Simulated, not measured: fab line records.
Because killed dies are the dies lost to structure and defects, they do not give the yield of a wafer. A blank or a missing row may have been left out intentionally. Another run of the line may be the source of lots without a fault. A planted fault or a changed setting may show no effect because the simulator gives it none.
Which tool is to blame? + flow n5-finfet + 14 lots with 38 wafers sampled at 4 steps, on a route of 1938 steps

## WHAT THE GAUGES SHOWED, per wafer
The record lacks any reading of a measuring or inspecting step that a usual standard deviation could be used to judge.

## WHAT TOOL EACH LOT RAN ON (gives the tool, then ch and the chambers of the sampled wafers, and finally the start)
| lot  | N5_DUMMY_REMOVAL_PRECLEAN_04       | N5_PASSIVATION_STRIP_14            | N5_PASSIVATION_DEGAS_18      | N5_PASSIVATION_PROBE_49 |
|------|------------------------------------|------------------------------------|------------------------------|-------------------------|
| L695 | wet-bench-03 ch 1,2,6, day 4 01:56 | rie-diel-06 ch 0,2,3, day 12 15:23 | pvd-sputter-01, day 12 16:09 | -                       |
| L697 | wet-bench-01 ch 4,5,6, day 4 11:51 | rie-diel-06 ch 0,1,3, day 13 01:07 | pvd-sputter-02, day 13 01:38 | -                       |
| L698 | wet-bench-06 ch 4,5,6, day 4 16:46 | rie-diel-06 ch 0,1,3, day 13 06:02 | pvd-sputter-02, day 13 06:25 | -                       |
| L699 | wet-bench-01 ch 3,4, day 4 22:16   | rie-diel-05 ch 0,3, day 13 05:34   | pvd-sputter-03, day 13 05:57 | -                       |
| L700 | wet-bench-06 ch 1,5, day 5 04:28   | rie-diel-03 ch 0,1, day 14 06:32   | pvd-sputter-01, day 14 07:29 | -                       |
| L701 | wet-bench-06 ch 2,4, day 5 09:46   | rie-diel-06 ch 0, day 13 23:13     | pvd-sputter-03, day 13 23:35 | -                       |
| L702 | wet-bench-01 ch 5,6, day 5 20:50   | rie-diel-03 ch 0, day 14 01:44     | pvd-sputter-03, day 14 02:03 | -                       |
| L703 | wet-bench-01 ch 0,2,3, day 6 02:29 | rie-diel-03 ch 0,1,3, day 15 02:09 | pvd-sputter-01, day 15 02:22 | -                       |
| L708 | wet-bench-01 ch 0,2,4, day 7 05:40 | rie-diel-05 ch 0,1, day 16 22:23   | pvd-sputter-02, day 16 23:21 | prober-01, day 17 05:21 |
| L712 | wet-bench-01 ch 0,4,5, day 8 03:38 | rie-diel-03 ch 1,2,3, day 17 11:59 | pvd-sputter-01, day 17 13:10 | prober-01, day 17 18:53 |
| L715 | wet-bench-03 ch 1,4,5, day 8 22:38 | rie-diel-06 ch 0,2,3, day 18 14:40 | pvd-sputter-03, day 18 14:56 | prober-02, day 18 21:38 |
| L716 | wet-bench-06 ch 0,3,4, day 9 09:26 | rie-diel-03 ch 0,1,3, day 18 14:41 | pvd-sputter-02, day 18 15:00 | -                       |
| L717 | wet-bench-03 ch 4,5,7, day 9 10:16 | rie-diel-06 ch 0,1, day 19 04:25   | pvd-sputter-03, day 19 04:56 | -                       |
| L718 | wet-bench-06 ch 3,4,6, day 9 22:04 | rie-diel-06 ch 0,1,3, day 19 03:47 | pvd-sputter-02, day 19 04:22 | prober-02, day 19 10:51 |
- N5_DUMMY_REMOVAL_PRECLEAN_04: cleans in DHF, time 37 s.
- N5_PASSIVATION_STRIP_14: strips in O2.
- N5_PASSIVATION_DEGAS_18: time 60 s.
- N5_PASSIVATION_PROBE_49

## WHAT THE TOOLS THEMSELVES READ (means of the sampled wafers that have a number; where no wafer has one, the mark that the record gives instead)
N5_PASSIVATION_STRIP_14. Usual: drypump-motor-current-A 5.74 A, standard deviation 0.29; oes-product-au 0.77 a.u., standard deviation 0.069; rf-vpp-V 3.6 V, standard deviation 0.87; showerhead-plenum-p-Torr 2.07 Torr, standard deviation 0.085; throttle-valve-pct 16.71 %, standard deviation 0.17.
| lot  | tool        | drypump-motor-current-A (A) | oes-product-au (a.u.) | rf-vpp-V (V) | showerhead-plenum-p-Torr (Torr) | throttle-valve-pct (%) | flag |
|------|-------------|-----------------------------|-----------------------|--------------|---------------------------------|------------------------|------|
| L695 | rie-diel-06 | 5.61                        | 0.82                  | 3.9          | 2.10                            | 16.55                  |      |
| L697 | rie-diel-06 | 5.71                        | 0.76                  | 2.8          | 2.02                            | 16.63                  |      |
| L698 | rie-diel-06 | 5.70                        | 0.76                  | 2.9          | 2.01                            | 16.64                  |      |
| L699 | rie-diel-05 | 5.72                        | 0.85                  | 3.2          | 2.11                            | 16.84                  |      |
| L700 | rie-diel-03 | 6.20                        | 0.77                  | 4.2          | 2.06                            | 16.66                  |      |
| L701 | rie-diel-06 | 5.54                        | 0.81                  | 3.5          | 2.03                            | 16.46                  |      |
| L702 | rie-diel-03 | 6.43                        | 0.83                  | 3.6          | 2.06                            | 16.65                  |      |
| L703 | rie-diel-03 | 6.04                        | 0.75                  | 2.8          | 2.03                            | 16.75                  |      |
| L708 | rie-diel-05 | 5.66                        | 0.75                  | 2.4          | 2.14                            | 16.79                  |      |
| L712 | rie-diel-03 | 5.90                        | 0.79                  | 4.3          | 2.09                            | 16.64                  |      |
| L715 | rie-diel-06 | 5.59                        | 0.78                  | 3.2          | 2.08                            | 16.64                  |      |
| L716 | rie-diel-03 | 6.01                        | 0.73                  | 3.8          | 2.03                            | 16.79                  |      |
| L717 | rie-diel-06 | 5.61                        | 0.71                  | 2.8          | 2.01                            | 16.79                  |      |
| L718 | rie-diel-06 | 5.71                        | 0.73                  | 3.8          | 2.00                            | 16.71                  |      |

N5_PASSIVATION_DEGAS_18. Usual: 461 W for heater-power-w, sd 46.
| lot  | tool           | heater-power-w (W) | flag |
|------|----------------|--------------------|------|
| L695 | pvd-sputter-01 | 422                |      |
| L697 | pvd-sputter-02 | 460                |      |
| L698 | pvd-sputter-02 | 483                |      |
| L699 | pvd-sputter-03 | 439                |      |
| L700 | pvd-sputter-01 | 428                |      |
| L701 | pvd-sputter-03 | 412                |      |
| L702 | pvd-sputter-03 | 481                |      |
| L703 | pvd-sputter-01 | 453                |      |
| L708 | pvd-sputter-02 | 463                |      |
| L712 | pvd-sputter-01 | 451                |      |
| L715 | pvd-sputter-03 | 438                |      |
| L716 | pvd-sputter-02 | 491                |      |
| L717 | pvd-sputter-03 | 466                |      |
| L718 | pvd-sputter-02 | 502                |      |

N5_PASSIVATION_PROBE_49. Usual: killed_at_M0_to_M3 34, standard deviation 11; killed_at_M4_up 14, standard deviation 5.6; killed-at-contacts 13, standard deviation 5.9; killed-at-front-end 40, standard deviation 11; killed-at-other 4, standard deviation 3.1; killed-dies 105, standard deviation 16; killed-open 68, standard deviation 11; killed-short 34, standard deviation 8.4.
| lot  | tool      | killed_at_M0_to_M3 | killed_at_M4_up | killed-at-contacts | killed-at-front-end | killed-at-other | killed-dies | killed-open | killed-short | flag |
|------|-----------|--------------------|-----------------|--------------------|---------------------|-----------------|-------------|-------------|--------------|------|
| L708 | prober-01 | 32                 | 14              | 10                 | 172                 | 3               | 231         | 64          | 32           | OFF  |
| L712 | prober-01 | 26                 | 18              | 12                 | 186                 | 3               | 244         | 63          | 32           | OFF  |
| L715 | prober-02 | 28                 | 14              | 10                 | 45                  | 3               | 100         | 62          | 37           |      |
| L718 | prober-02 | 26                 | 26              | 13                 | 51                  | 4               | 119         | 80          | 39           |      |

## THE ANSWER, worked out from the rows above alone
Rule: a lot counts as off when the mean over its wafers that have a number is more than 3 standard deviations away from the usual mean. Also off: a lot with no number at a reading for which 4 or more lots have one. Any other lot the step has rows for is counted as sound. The gauges are gone through in route order, then the tools' own readings, and for those a lot's mean is taken as printed above. At the first step where some lot is off, the reading lying furthest off is the one used; lots without a number count as furthest.
Off: L708, L712, at N5_PASSIVATION_PROBE_49 (killed-at-front-end). Neither off nor sound, because the step has no rows for them: L695, L697, L698, L699, L700, L701, L702, L703, L716, L717.
A tool fits if, at that step or a process step before it, it ran every lot that is off, and no sound lot after the first of them. Can't be told from this: 2 tools fit, wet-bench-01 at N5_DUMMY_REMOVAL_PRECLEAN_04, prober-01 at N5_PASSIVATION_PROBE_49.

## WHAT WAS PUT IN BY THE SIMULATOR
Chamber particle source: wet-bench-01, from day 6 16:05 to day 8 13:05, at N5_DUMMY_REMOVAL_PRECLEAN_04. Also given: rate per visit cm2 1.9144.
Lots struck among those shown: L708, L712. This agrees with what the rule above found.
